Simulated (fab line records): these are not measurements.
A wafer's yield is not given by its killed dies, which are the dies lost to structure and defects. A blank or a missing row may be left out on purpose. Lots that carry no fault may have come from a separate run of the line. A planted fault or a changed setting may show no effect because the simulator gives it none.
A struck lot beside a sound one ; flow nand-harc ; 41 steps out of a route of 1159
Sound: these wafers, L702.1, L702.2, L702.3. Wafers struck: L697.3, L697.4, L697.6. The cause is given at the end.
Each step with rows lists, per side, the tool, then ch with its chambers, then its first start. Under that, the readings that differ: sound wafers ; struck wafers ; difference of the means ; sigmas: that difference in standard deviations of wafers without a fault.
alike: a reading whose means differ by less than 2 such deviations, as well as words and numbers matching on both sides. not compared: withheld readings; readings where some wafer has no value; bounds like >300 that might hide an equal value; numbers whose values overlap and for which the record gives no deviation.
The two part at a step that has a row with sigmas, a row that says differs or no value, or rows on one side only. Numbers that don't overlap but have no deviation are shown without sigmas and don't part them. A reading that every wafer of one side lacks parts them only if that side has two wafers or more.

NHARC_A_M1_INSPECT_11:
  sound on defect-inspect-01 at day 21 20:51; struck on defect-inspect-01 at day 20 21:01
  alike: raw-defect-count
then, 1 step without rows for these wafers: NHARC_A_M1_DESCUM_14 (chemistry O2, time 3 s).
NHARC_A_M1_ETCH_35: etches the open film in N2/H2, target depth 40 nm, overetch 12 nm, time 43.94 s.
  sound on rie-diel-06 ch 0,2,3, day 21 21:00; struck on rie-diel-06 ch 0,2,3, day 20 21:11
  alike: drypump-motor-current-A, h2-flow-sccm, oes-product-au, rf-vpp-V, showerhead-plenum-p-Torr, throttle-valve-pct
  not compared: rf-hours-counter-h
then, 1 step without rows for these wafers: NHARC_A_M1_ETCH_15 (etches the open film in C4F8/Ar, target depth 182.5 nm, time 91.2 s).
NHARC_A_M1_CD_MEAS_16:
  sound on cd-sem-02 at day 21 21:13; struck on cd-sem-03 at day 20 21:23
  alike: cd-nm
then, 3 steps without rows for these wafers: NHARC_A_M1_STRIP_18 (strips in N2/H2); NHARC_A_M1_ETCH_28 (etches the open film in CF4/N2, target depth 30 nm, time 72.99 s); NHARC_A_M1_STRIP_19 (strips in post etch residue remover, time 600 s).
NHARC_A_M1_DEGAS_29: time 60 s.
  sound on pvd-sputter-02 at day 21 21:56; struck on pvd-sputter-03 at day 20 22:07
reading;sound;struck;difference;sigmas
heater-power-w (W);316 337 318;378 368 375;+50;+2
then, 3 steps without rows for these wafers: NHARC_A_M1_PRE_CLEAN_30 (time 30 s); NHARC_A_M1_PVD_20 (deposits TaN, target thk 5 nm, time 8.06 s); NHARC_A_M1_PVD_21 (deposits Cu, target thk 30 nm, time 20.49 s).
NHARC_A_M1_ECD_22: material Cu, target thk 400 nm.
  sound on ecd-cu-01 ch 0,1, day 21 22:23; struck on ecd-cu-02 ch 0,1, day 20 22:34
then, 2 steps without rows for these wafers: NHARC_A_M1_ANNEAL_31 (time 90 s); NHARC_A_M1_CMP_23 (polishes, t overpolish 20 s, target thk 154.34 nm).
NHARC_A_M1_THK_MEAS_24: measures by xrf.
  sound on film-metro-02 at day 21 23:25; struck on film-metro-02 at day 20 23:30
  alike: thk-nm
then, 2 steps without rows for these wafers: NHARC_A_M1_SRD_25; NHARC_A_M1_PRE_CLEAN_32 (time 12 s).
NHARC_A_M1_DEP_33: deposits SiCN, target thk 30 nm.
  sound on pecvd-03 ch 0,1,2, day 21 23:44; struck on pecvd-04 ch 0,1, day 20 23:48
reading;sound;struck;difference;sigmas
heater-power-outer-w (W);385 342 294;490 487 349;+102;+2
heater-power-w (W);624 593 522;832 784 656;+178;+3
NHARC_A_BONDPAD_DEP_00: deposits SiCN, target thk 250 nm.
  sound on pecvd-03 ch 0,1,2; struck on pecvd-02 ch 0,2, day 21 00:23
  alike: heater-power-outer-w, heater-power-w
then, 1 step without rows for these wafers: NHARC_A_BONDPAD_CMP_29 (polishes SiCN, target thk 200 nm).
NHARC_A_BONDPAD_THK_MEAS_30: measures by ellipsometry.
  sound on film-metro-01 at day 22 00:57; struck on film-metro-02 at day 21 01:01
  alike: thk-nm
then, 10 steps without rows for these wafers: NHARC_A_BONDPAD_SRD_31; NHARC_A_BONDPAD_DEHYDRATE_01 (time 120 s); NHARC_A_BONDPAD_HMDS_02 (time 30 s); NHARC_A_BONDPAD_COAT_33 (time 65 s); NHARC_A_BONDPAD_COAT_03 (resist thk 600 nm); NHARC_A_BONDPAD_SOFTBAKE_04 (time 70 s); NHARC_A_BONDPAD_EBR_05; NHARC_A_BONDPAD_EXPOSE_06 (exposes mask A BPAD); NHARC_A_BONDPAD_PEB_07 (peb time 80 s); NHARC_A_BONDPAD_DEVELOP_08 (time 50 s).
NHARC_A_BONDPAD_CD_MEAS_09 targets a cd of 500 nm.
  sound on cd-sem-03 ch 0, day 22 01:24; struck on cd-sem-01 ch 0, day 21 01:35
  alike: cd-nm
NHARC_A_BONDPAD_OVL_MEAS_35:
  sound on overlay-02 at day 22 01:29; struck on overlay-01 at day 21 01:41
  alike: overlay-x-nm, overlay-y-nm
then, 3 steps without rows for these wafers: NHARC_A_BONDPAD_HARDBAKE_10 (time 65 s); NHARC_A_BONDPAD_DESCUM_11 (chemistry O2, time 3 s); NHARC_A_BONDPAD_ETCH_34 (etches the open film in N2/H2, target depth 60 nm, overetch 18 nm, time 65.91 s).
NHARC_A_BONDPAD_ETCH_12: etches the open film in CHF3/O2, target depth 220 nm, time 110 s.
  sound: rie-diel-09 ch 0,2,3; struck: rie-diel-09 ch 2,3
  alike: drypump-motor-current-A, oes-product-au, rf-vpp-V, showerhead-plenum-p-Torr, throttle-valve-pct
  not compared: rf-hours-counter-h
NHARC_A_BONDPAD_CD_MEAS_13:
  sound on cd-sem-03 at day 22 01:56; struck on cd-sem-03 at day 21 02:07
  alike: cd-nm
then, 1 step without rows for these wafers: NHARC_A_BONDPAD_STRIP_15 (strips in O2).
NHARC_END_SORT_01:
  here the record holds rows for the struck wafers (prober-02 ch 0, day 22 11:21) but none for the sound ones

## WHERE THEY PART
Last at NHARC_END_SORT_01 as far as this record goes, first at NHARC_A_M1_DEGAS_29.

WHY: what the simulator had put in
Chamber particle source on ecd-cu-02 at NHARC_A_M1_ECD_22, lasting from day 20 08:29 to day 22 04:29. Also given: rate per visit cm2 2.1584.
